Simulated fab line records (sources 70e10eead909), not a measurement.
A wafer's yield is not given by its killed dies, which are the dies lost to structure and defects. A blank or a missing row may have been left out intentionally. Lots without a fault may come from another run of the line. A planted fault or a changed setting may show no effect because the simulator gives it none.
Matching of chambers + flow nandHarc + 4 sister chambers for NHARC_A_WL_FILL_ALD_10 on aldHk-03
The step deposits SiO2, target thk 50 nm, pulse time 10 s, ald cycles 500. 8 wafers are shown with their chamber, then 7 later ones without.

WAFERS, EACH WITH ITS CHAMBER
| wafer  | chamber | heaterPowerW (W) | precursorPulseHeightRel |
|--------|---------|------------------|-------------------------|
| L134.3 | 1       | 423              | 1.026                   |
| L139.1 | 2       | 492              | 0.999                   |
| L150.5 | 3       | 535              | 0.987                   |
| L150.6 | 2       | 500              | 0.991                   |
| L153.3 | 3       | 534              | 0.983                   |
| L153.6 | 0       | 508              | 1.008                   |
| L154.2 | 0       | 511              | 0.965                   |
| L154.3 | 1       | 422              | 0.995                   |

WAFERS MISSING THEIR CHAMBER
| wafer  | heaterPowerW (W) | precursorPulseHeightRel |
|--------|------------------|-------------------------|
| L154.5 | 486              | 1.006                   |
| L155.1 | 424              | 1.003                   |
| L155.2 | 516              | 1.042                   |
| L155.4 | 493              | 0.991                   |
| L157.1 | 493              | 1.035                   |
| L157.2 | 420              | 1.009                   |
| L157.5 | 540              | 0.993                   |

THE CHAMBER EACH PASSED THROUGH
| wafer  | from the rows above | in truth |
|--------|---------------------|----------|
| L154.5 | 2                   | 2        |
| L155.1 | 1                   | 1        |
| L155.2 | 0                   | 0        |
| L155.4 | 2                   | 2        |
| L157.1 | 2                   | 2        |
| L157.2 | 1                   | 1        |
| L157.5 | 3                   | 3        |
Correctly placed: 7 of 7. Not placeable from these rows: 0. 0 placed wrongly.
How it was worked out, from the rows above alone: a wafer's distance from a chamber is the root of the sum, over the readings, of the square of ((its reading less the chamber's mean) divided by the reading's scatter). If the next closest chamber is less than 2 further off than the closest, the wafer can't be placed; otherwise it belongs to the closest. A chamber's mean is the mean of its shown wafers. The scatter: take each reading less its chamber's mean, square it, sum over the shown wafers, divide by the number of wafers less the number of chambers, and take the root.
